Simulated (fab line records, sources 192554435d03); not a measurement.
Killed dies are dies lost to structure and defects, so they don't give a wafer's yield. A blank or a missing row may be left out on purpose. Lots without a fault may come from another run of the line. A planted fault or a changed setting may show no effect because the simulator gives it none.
A struck lot beside a sound one | flow n5_finfet | 36 steps out of a route of 1938
Sound: wafers L125.1, L125.4, L125.5. Struck: wafers L114.1, L114.2, L114.4. The cause comes at the end.
At each step with rows: each side's tool, then ch and its chambers, then its first start. Under that, the readings that differ: sound wafers | struck wafers | difference of the means | sigmas: that difference in standard deviations of wafers without a fault.
alike: readings whose means differ by less than 2 such deviations, and words and numbers that are the same on both sides. not compared: withheld readings, readings that some wafer has no value for, bounds like >300 that may hide the same value, and numbers for which the record gives no deviation and whose values overlap.
The two part at a step that has a row with sigmas, a row that says differs or no value, or rows on one side only. Numbers that don't overlap but have no deviation are shown without sigmas and don't part them. A reading that every wafer of one side lacks parts them only if that side has two wafers or more.

first, 9 steps without rows for these wafers: N5_MOL_CONTACT_COAG_PRECLEAN_127 (cleans in DIW, time 57.5 s); N5_MOL_CONTACT_COAG_SRD_128 (dry time 32 s); N5_MOL_CONTACT_COAG_CMP_52 (polishes, stops on SiO2, t overpolish 1.5 s, target thk 66.5 nm); N5_MOL_CONTACT_COAG_ANNEAL_112 (time 1800 s); N5_BEOL_M0_SAQP_PECVD_00 (deposits SiCN from 3MS/NH3, target thk 8 nm, time 14 s); N5_BEOL_M0_SAQP_ILD_DEP_01 (deposits SiOC from DEMS/O2, target thk 45.419 nm, time 8.7 s); N5_BEOL_M0_SAQP_HM_DEP_02 (deposits TiN, target thk 12 nm); N5_BEOL_M0_SAQP_PECVD_03 (deposits SiCN from 3MS/NH3, target thk 12 nm, time 21.1 s); N5_BEOL_M0_SAQP_PECVD_96 (deposits a-Si from SiH4/He, target thk 45 nm, time 45.2 s).
N5_BEOL_M0_SAQP_PECVD_97: deposits SiNx from SiH4/NH3/N2, target thk 23 nm, time 19.9 s.
  sound on pecvd-03 ch 0,1, day 11 07:20; struck on pecvd-01 ch 0,1,2, day 8 15:27
  reading                                         | sound          | struck         | difference | sigmas
  model.SiNx_of_BEOL_M0_SAQP_PECVD_97.thk_nm (nm) | 22.4 22.8 23.2 | 37.2 36.6 38.2 | +14.5      |
  alike: heater_power_w, showerhead_plenum_p_Torr, throttle_valve_pct
then, 24 steps without rows for these wafers: N5_BEOL_M0_SAQP_PECVD_04 (deposits a-Si from SiH4/He, target thk 60 nm, time 60.2 s); N5_BEOL_M0_SAQP_HM_DEP_111 (deposits SiO2 from SiH4/N2O, target thk 12 nm, time 7.2 s); N5_BEOL_M0_SAQP_COAT_81 (time 60 s, resist thk 100 nm); N5_BEOL_M0_SAQP_COAT_82 (time 60 s, resist thk 30 nm); N5_BEOL_M0_SAQP_COAT_08 (resist thk 90 nm); N5_BEOL_M0_SAQP_EBR_10; N5_BEOL_M0_SAQP_SOFTBAKE_09 (time 60 s); N5_BEOL_M0_SAQP_EXPOSE_11 (exposes mask M0 CORE, target cd 42 nm); N5_BEOL_M0_SAQP_PEB_12 (peb time 60 s); N5_BEOL_M0_SAQP_DEVELOP_13 (develop time 30 s); N5_BEOL_M0_SAQP_DESCUM_19 (chemistry O2, time 7.9 s); N5_BEOL_M0_SAQP_ETCH_83 (etches SiARC in CF4, target depth 39 nm, time 65 s); N5_BEOL_M0_SAQP_ETCH_84 (etches SOC in N2/H2, target depth 100 nm, overetch 20 nm, time 150 s); N5_BEOL_M0_SAQP_STRIP_80 (strips in N2/H2); N5_BEOL_M0_SAQP_HM_OPEN_112 (chemistry CHF3/O2, target SiO2, stops on a-Si, target depth 12 nm, time 13.5 s); N5_BEOL_M0_SAQP_STRIP_113 (strips in CHF3/O2); N5_BEOL_M0_SAQP_MANDREL_ETCH_20 (etches a-Si in HBr/Cl2, stops on SiNx, target depth 60 nm, bt time 10 s, time 30 s); N5_BEOL_M0_SAQP_STRIP_86 (strips in N2/H2); N5_BEOL_M0_SAQP_STRIP_115 (strips in post etch residue remover, time 60 s); N5_BEOL_M0_SAQP_SRD_93 (time 30 s); N5_BEOL_M0_SAQP_RECESS_114 (chemistry HF/NH3, target SiO2, target depth 14.4 nm, afs cycles 3, sublimation time 60 s); N5_BEOL_M0_SAQP_SPACER1_ALD_98 (deposits SiO2, target thk 12.8 nm, pulse time 1 s, purge time 2 s); N5_BEOL_M0_SAQP_SPACER1_ETCHBACK_99 (etches SiO2 in CHF3/O2, target depth 15.4 nm, time 7.7 s); N5_BEOL_M0_SAQP_MANDREL1_REMOVE_100 (chemistry HBr/Cl2/O2, target a-Si, stops on SiNx, bt time 10 s).
N5_BEOL_M0_SAQP_ETCH_106: etches SOC in N2/H2, stops on SiNx, target depth 150 nm.
  sound on rie_diel-06 ch 0,1,2, day 11 10:23; struck on rie_diel-02 ch 0,2,3, day 8 18:47
  reading                                         | sound      | struck         | difference | sigmas
  model.SiNx_of_BEOL_M0_SAQP_PECVD_97.thk_nm (nm) | 15 15.4 16 | 29.6 28.8 30.2 | +14.1      |
  alike: drypump_motor_current_A, n2_flow_sccm, oes_product_au, rf_vpp_V, showerhead_plenum_p_Torr, throttle_valve_pct
  not compared: rf_hours_counter_h
-- the record jumps here: 10 days lie between the struck wafers' starts before and after (it left off in module BEOL_M0_SAQP and takes up again in module PASSIVATION, whose first step shown is number 1936 of the route) --
N5_PASSIVATION_PROBE_49:
  the record has rows for the struck wafers here (prober-01, day 19 01:26) and none for the sound ones

WHERE THEY PART
Only at N5_PASSIVATION_PROBE_49, within this record.

WHY: what the simulator had put in
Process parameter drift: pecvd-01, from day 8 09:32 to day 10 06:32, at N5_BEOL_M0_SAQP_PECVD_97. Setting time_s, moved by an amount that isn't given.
